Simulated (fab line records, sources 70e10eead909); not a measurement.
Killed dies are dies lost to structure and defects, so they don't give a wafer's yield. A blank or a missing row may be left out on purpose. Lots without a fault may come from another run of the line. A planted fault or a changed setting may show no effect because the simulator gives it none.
Problem report in the 8D (eight disciplines) form, filled by code | flow nand_harc | the parts of the form that need people (team, actions taken, sign-off) are left out

1. THE PROBLEM
killed_at_periphery at NHARC_END_SORT_01 reads a mean of 97.2 on 6 wafers of 2 lots; wafers without a fault read 2.9 with a standard deviation of 2.1. That is +45 standard deviations from the usual mean.
First seen on wafer L779.1, day 21 23:13, on prober-02. The record holds 6 wafers of 2 lots with a number at this step. Rule for "out", or "out of limits": more than 4 standard deviations from the usual mean. The other wafers with a number count as sound.

2. WHAT IT IS AND WHAT IT IS NOT
question                    | is                                                                                                                  | is not
which readings at this step | killed_at_periphery, defect_limited_yield, killed_dies, sort_bin_2_pct, sort_bin_3_pct, sort_n_pass, sort_yield_pct | killed_at_array, killed_at_other, killed_open, killed_short
which lots                  | L779, L783                                                                                                          | -
which wafers of those lots  | all that have a number                                                                                              | -
read on which gauges        | prober-01, prober-02                                                                                                | -
when                        | from day 21 23:13                                                                                                   | up to then (0 sound wafers)

3. SUSPECTS, AND WHAT RULES EACH OUT
Counting: a tool at a process step up to the reading stays a suspect if it ran every lot that is out and no sound lot after the first of them.
- the gauge at NHARC_END_SORT_01: ruled out. The wafers that are out were read on 2 gauges (prober-01, prober-02).
- pvd_sputter-01 at NHARC_P_M0_PVD_21 (deposits Cu, target thk 30 nm, time 20.49 s): kept. It ran every lot that is out, first L779 (day 7 13:35), and no sound lot after that.
Left after counting: pvd_sputter-01 at NHARC_P_M0_PVD_21.

4. THE CAUSE (what the simulator had put in)
Chamber particle source: pvd_sputter-01, from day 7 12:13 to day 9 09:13, at NHARC_P_M0_PVD_21. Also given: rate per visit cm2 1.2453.
Counting left only this tool.

5. THE CHAIN OF EFFECTS, in route order
Each row: a reading whose mean over the struck wafers that have a number lies more than 3 standard deviations from the usual. Only readings for which the record gives a usual standard deviation are gone through. hours: the time from each lot's start at the first step in this table that gives one to its start at this step, as a median over the lots. sigmas: the change in usual standard deviations.
hours | step              | reading              | usual  | on struck wafers | change | sigmas
0     | NHARC_END_SORT_01 | defect_limited_yield | 95.2 % | 82.2             | -13.0  | -10
0     | NHARC_END_SORT_01 | killed_at_periphery  | 2.9    | 97.2             | +94.3  | +45
0     | NHARC_END_SORT_01 | killed_dies          | 32     | 120              | +88    | +9.8
0     | NHARC_END_SORT_01 | sort_bin_2_pct       | 1.4 %  | 7.5              | +6.1   | +11
0     | NHARC_END_SORT_01 | sort_bin_3_pct       | 0.28 % | 4.14             | +3.86  | +18
0     | NHARC_END_SORT_01 | sort_bin_4_pct       | 3.1 %  | 6.2              | +3.1   | +3.4
0     | NHARC_END_SORT_01 | sort_n_pass          | 645    | 557              | -88    | -9.8
0     | NHARC_END_SORT_01 | sort_rim_yield_pct   | 97.4 % | 89.9             | -7.5   | -4.4
0     | NHARC_END_SORT_01 | sort_yield_pct       | 95.2 % | 82.2             | -13.0  | -10

6. WHAT WOULD HAVE CAUGHT IT SOONER
In this record the first reading out of limits at a measuring or inspecting step was taken at day 21 23:13, 347 hours after the fault began at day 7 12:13.
Of the tool readings at NHARC_P_M0_PVD_21 for which the record gives a usual standard deviation, none was out on any struck wafer, so an alarm limit of 4 standard deviations on them would not have fired.
All the lots that are out (2) had begun NHARC_P_M0_PVD_21 on pvd_sputter-01 by day 21 23:13. A hold on the tool at that time would have spared none of them.
